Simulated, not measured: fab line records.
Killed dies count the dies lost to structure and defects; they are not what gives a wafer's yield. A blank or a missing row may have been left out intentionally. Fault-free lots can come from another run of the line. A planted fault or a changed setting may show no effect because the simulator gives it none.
One fault seen from 2 desks | flow n5-finfet | each desk holds nothing but its own numbers, with what lay behind them at the end

## AT THE TOOL OWNER'S DESK: rie-diel-04
The tool's own readings at N5_PMOS_HMC_CHANNEL_EPI_HM_OPEN_15 (chemistry CHF3/O2, target SiO2, target depth 40.6 nm, time 20.3 s): means of the sampled wafers that have a number, for each lot that ran on this tool. Any lot whose mean is over 4 standard deviations away from the usual mean is out of limits and marked OUT; that distance is given in the brackets.
Columns: A = drypump-motor-current-A at N5_PMOS_HMC_CHANNEL_EPI_HM_OPEN_15, usual 5.8 A; B = oes-product-au at N5_PMOS_HMC_CHANNEL_EPI_HM_OPEN_15, usual 0.75 a.u.; C = rf-vpp-V at N5_PMOS_HMC_CHANNEL_EPI_HM_OPEN_15, usual 523 V; D = showerhead-plenum-p-Torr at N5_PMOS_HMC_CHANNEL_EPI_HM_OPEN_15, usual 2.41 Torr; E = throttle-valve-pct at N5_PMOS_HMC_CHANNEL_EPI_HM_OPEN_15, usual 18.96 %
lot  | first seen here | A   | B    | C   | D    | E
L224 | day 1 17:49     | 5.4 | 0.70 | 541 | 2.49 | 19.08
L231 | day 3 11:36     | 5.5 | 0.62 | 524 | 2.38 | 18.99
L237 | day 4 23:53     | 5.5 | 0.62 | 526 | 2.50 | 18.86
L246 | day 7 05:46     | 5.5 | 0.68 | 534 | 2.48 | 19.03
Result from this desk: across the 4 lots, nothing is out of limits.

## METROLOGY DESK
What the gauges read, lot by lot, whatever tool the lot ran on: means of the sampled wafers that have a number. Any lot whose mean is over 4 standard deviations away from the usual mean is out of limits and marked OUT; that distance is given in the brackets. 7 of its 10 readings are shown, namely those furthest out on some lot.
Columns: A = DIBL_P at N5_BEOL_M4_RC_MEAS_101, usual 36.0 mV/V; B = IOFF_N at N5_BEOL_M4_RC_MEAS_101, usual 0.156 nA/um; C = IOFF_P at N5_BEOL_M4_RC_MEAS_101, usual 0.21 nA/um; D = ION_P at N5_BEOL_M4_RC_MEAS_101, usual 463 uA/um; E = SS_P at N5_BEOL_M4_RC_MEAS_101, usual 73.3 mV/dec; F = VT_N at N5_BEOL_M4_RC_MEAS_101, usual 250 mV; G = VT_P at N5_BEOL_M4_RC_MEAS_101, usual -250 mV
lot  | first seen here | A    | B     | C    | D   | E    | F   | G
L224 | day 7 21:22     | 36.2 | 0.165 | 0.20 | 460 | 73.4 | 249 | -250
L231 | day 9 17:29     | 35.0 | 0.150 | 0.20 | 464 | 72.8 | 249 | -254
L237 | day 11 02:55    | 40.3 | 0.213 | 0.34 | 482 | 74.4 | 244 | -240
L246 | day 13 10:31    | 33.5 | 0.120 | 0.15 | 450 | 72.5 | 255 | -257
Result from this desk: across the 4 lots, nothing is out of limits.

## PUT TOGETHER
The tool owner's desk saw nothing out of limits.
Metrology desk: nothing out of limits seen.

## WHAT HAD BEEN PUT IN BY THE SIMULATOR
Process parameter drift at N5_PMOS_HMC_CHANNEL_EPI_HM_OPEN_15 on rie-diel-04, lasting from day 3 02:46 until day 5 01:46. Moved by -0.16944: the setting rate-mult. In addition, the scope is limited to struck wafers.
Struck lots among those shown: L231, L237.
